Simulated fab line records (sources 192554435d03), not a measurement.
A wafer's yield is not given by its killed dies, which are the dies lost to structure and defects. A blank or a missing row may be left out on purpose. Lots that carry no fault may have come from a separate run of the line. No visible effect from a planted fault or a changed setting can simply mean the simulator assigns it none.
8D (eight disciplines) problem report, filled in by code :: flow n5Finfet :: the parts of the form that need people (team, actions taken, sign-off) are left out

## 1. THE ISSUE
Wafers without a fault read 13, standard deviation 4.8; killed_at_M4_up at N5_PASSIVATION_PROBE_49 reads a mean of 136 on 2 wafers belonging to 2 lots. Measured from the usual mean, that is +26 standard deviations.
First observed at day 17 07:13: wafer L157.2, on prober-01. The record has a number at this step for 6 wafers belonging to 2 lots. Rule for "out" (also "out of limits"): further than 4 standard deviations from the usual mean. The other wafers with a number count as sound.

## 2. WHAT IT IS, AND WHAT IT ISN'T
question: which readings at this step
is: killed_at_M4_up, defectLimitedYield, killedDies, sort_bin_5_function, sortNPass, sortYieldPct
is not: killed_at_M0_to_M3, killedAtContacts, killedAtFrontEnd, killedAtOther, killedOpen, killedShort

question: which lots
is: L157, L159
is not: -

question: which wafers of those lots
is: L157.2, L159.3
is not: L157.4, L157.5, L159.1, L159.4

question: read on which tools
is: prober-01
is not: -

question: when
is: from day 17 07:13
is not: up to then (0 sound wafers); but 4 sound wafers of L157, L159 came after

## 3. THE SUSPECTS, EACH WITH WHAT RULES IT OUT
Counting: a tool at a process step up to the reading stays a suspect if it ran every lot that is out. Sound lots after the first of them don't rule it out here, since some wafers of a struck lot are sound.
- rieDiel-04 at N5_BEOL_M8_ETCH_66 (etches SOC in N2/H2, target depth 80 nm, overetch 16 nm, time 120 s): kept. It ran every lot that is out, first L157 (day 14 07:58).
- aldHk-02 at N5_MIM_TOP_ALD_01 (deposits HfO2, target thk 5.6 nm, pulse time 1 s, purge time 3 s): kept. It ran every lot that is out, first L157 (day 16 20:14). N5_MIM_TOP_ALD_01 gives no start for some lots, so the hours and the order of its lots are those of N5_MIM_TOP_ETCH_ETCH_00.
- rieMetal-01 at N5_MIM_TOP_ETCH_ETCH_00 (etches TiN in Cl2/BCl3, target depth 38.5 nm): kept. It ran every lot that is out, first L157 (day 16 20:14).
- prober-01 at N5_PASSIVATION_PROBE_49: kept. It ran every lot that is out, first L157 (day 17 07:13). Out on those wafers are its own readings of defectLimitedYield, killed_at_M4_up, killedDies, sort_bin_5_function, sortNPass, sortYieldPct.
- Within rieDiel-04 at N5_BEOL_M8_ETCH_66: the wafers that are out ran in chamber 2; their sound lot-mates ran in chambers 0, 3.
Left after counting: rieDiel-04 at N5_BEOL_M8_ETCH_66, aldHk-02 at N5_MIM_TOP_ALD_01, rieMetal-01 at N5_MIM_TOP_ETCH_ETCH_00, prober-01 at N5_PASSIVATION_PROBE_49.

## 4. THE CAUSE (what the simulator had put in)
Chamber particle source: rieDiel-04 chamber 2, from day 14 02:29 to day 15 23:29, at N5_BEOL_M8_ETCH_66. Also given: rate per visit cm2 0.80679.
4 suspects survive the count, and this tool is in that group.

## 5. THE EFFECT CHAIN, in route order
Each row: a reading where the mean over the struck wafers with a number is more than 3 standard deviations away from the usual. Readings are gone through only where the record gives a usual standard deviation; hours: the median, over the lots, of the time from a lot's start at the first step in this table giving one to that lot's start at this step; sigmas: the change measured in usual standard deviations.
hours: 0
step: N5_PASSIVATION_PROBE_49
reading: defectLimitedYield
usual: 91.3 %
on struck wafers: 80.9
change: -10.4
sigmas: -7.4

hours: 0
step: N5_PASSIVATION_PROBE_49
reading: killed_at_M4_up
usual: 13
on struck wafers: 136
change: +122
sigmas: +26

hours: 0
step: N5_PASSIVATION_PROBE_49
reading: killedDies
usual: 103
on struck wafers: 225
change: +122
sigmas: +7.6

hours: 0
step: N5_PASSIVATION_PROBE_49
reading: sort_bin_5_function
usual: 5.1 %
on struck wafers: 11.8
change: +6.7
sigmas: +7.1

hours: 0
step: N5_PASSIVATION_PROBE_49
reading: sortNPass
usual: 1077
on struck wafers: 955
change: -122
sigmas: -7.6

hours: 0
step: N5_PASSIVATION_PROBE_49
reading: sortYieldPct
usual: 91.3 %
on struck wafers: 80.9
change: -10.4
sigmas: -7.4
Process steps it contains:
- N5_PASSIVATION_PROBE_49

## 6. HOW IT WOULD HAVE BEEN CAUGHT EARLIER
In this record the first reading out of limits was taken at day 17 07:13, 77 hours after the fault began at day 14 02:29.
An alarm limit of 4 standard deviations would not have fired on the tool readings at N5_BEOL_M8_ETCH_66 for which the record gives a usual standard deviation, since none of them was out on any struck wafer.
By day 17 07:13, every lot that is out (2) had started N5_BEOL_M8_ETCH_66 on rieDiel-04. None of them would have been spared by holding the tool at that moment.
